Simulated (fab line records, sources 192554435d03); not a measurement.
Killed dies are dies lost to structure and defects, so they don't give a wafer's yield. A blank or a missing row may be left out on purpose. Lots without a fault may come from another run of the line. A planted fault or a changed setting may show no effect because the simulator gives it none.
Problem report in the 8D (eight disciplines) form, filled by code | flow n5_finfet | the parts of the form that need people (team, actions taken, sign-off) are left out

1. THE PROBLEM
spin_speed_rpm at N5_BEOL_M4_COAT_73 reads a mean of 1456.0 rpm on 6 wafers of 2 lots; wafers without a fault read 1500.0 rpm with a standard deviation of 1.1. That is -40 standard deviations from the usual mean.
The step: time 60 s, resist thk 5 nm.
First seen on wafer L599.1, day 9 19:11, on litho_track-05. The record holds 30 wafers of 10 lots with a number at this step. Rule for "out", or "out of limits": more than 4 standard deviations from the usual mean. The other wafers with a number count as sound.

2. WHAT IT IS AND WHAT IT IS NOT
question                    | is                     | is not
which readings at this step | spin_speed_rpm         | dispense_pressure_kPa, resist_line_temp_C
which lots                  | L599, L601             | L593, L595, L598, L609, L611, L612, L614, L615
which wafers of those lots  | all that have a number | -
read on which tools         | litho_track-05         | litho_track-01, litho_track-04
when                        | from day 9 19:11       | up to then (9 sound wafers); but 15 sound wafers of L609, L611, L612, L614, L615 came after

3. SUSPECTS, AND WHAT RULES EACH OUT
Counting: a tool at a process step up to the reading stays a suspect if it ran every lot that is out and no sound lot after the first of them.
- litho_track-05 at N5_BEOL_M4_COAT_73 (time 60 s, resist thk 5 nm): ruled out as a lasting fault. Sound lots L615 ran on it after its first lot that is out, L599 (day 9 19:11).
Left after counting: nothing in the record.

4. THE CAUSE (what the simulator had put in)
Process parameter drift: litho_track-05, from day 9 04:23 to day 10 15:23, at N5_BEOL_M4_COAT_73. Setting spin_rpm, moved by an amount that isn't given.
Counting ruled it out, wrongly.

5. THE CHAIN OF EFFECTS, in route order
Each row: a reading whose mean over the struck wafers that have a number lies more than 3 standard deviations from the usual. Only readings for which the record gives a usual standard deviation are gone through. hours: the time from each lot's start at the first step in this table that gives one to its start at this step, as a median over the lots. sigmas: the change in usual standard deviations.
hours | step               | reading        | usual      | on struck wafers | change | sigmas
0     | N5_BEOL_M4_COAT_73 | spin_speed_rpm | 1500.0 rpm | 1456.0           | -44.0  | -40
The process steps in it:
- N5_BEOL_M4_COAT_73: time 60 s, resist thk 5 nm.
Later measuring or inspecting steps at which every struck wafer that the step has a row for has a number for every such reading, and none has moved that far: N5_BEOL_M4_CD_MEAS_11, N5_BEOL_M4_RC_MEAS_101.

6. WHAT WOULD HAVE CAUGHT IT SOONER
In this record the first reading out of limits was taken at day 9 19:11, 15 hours after the fault began at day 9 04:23.
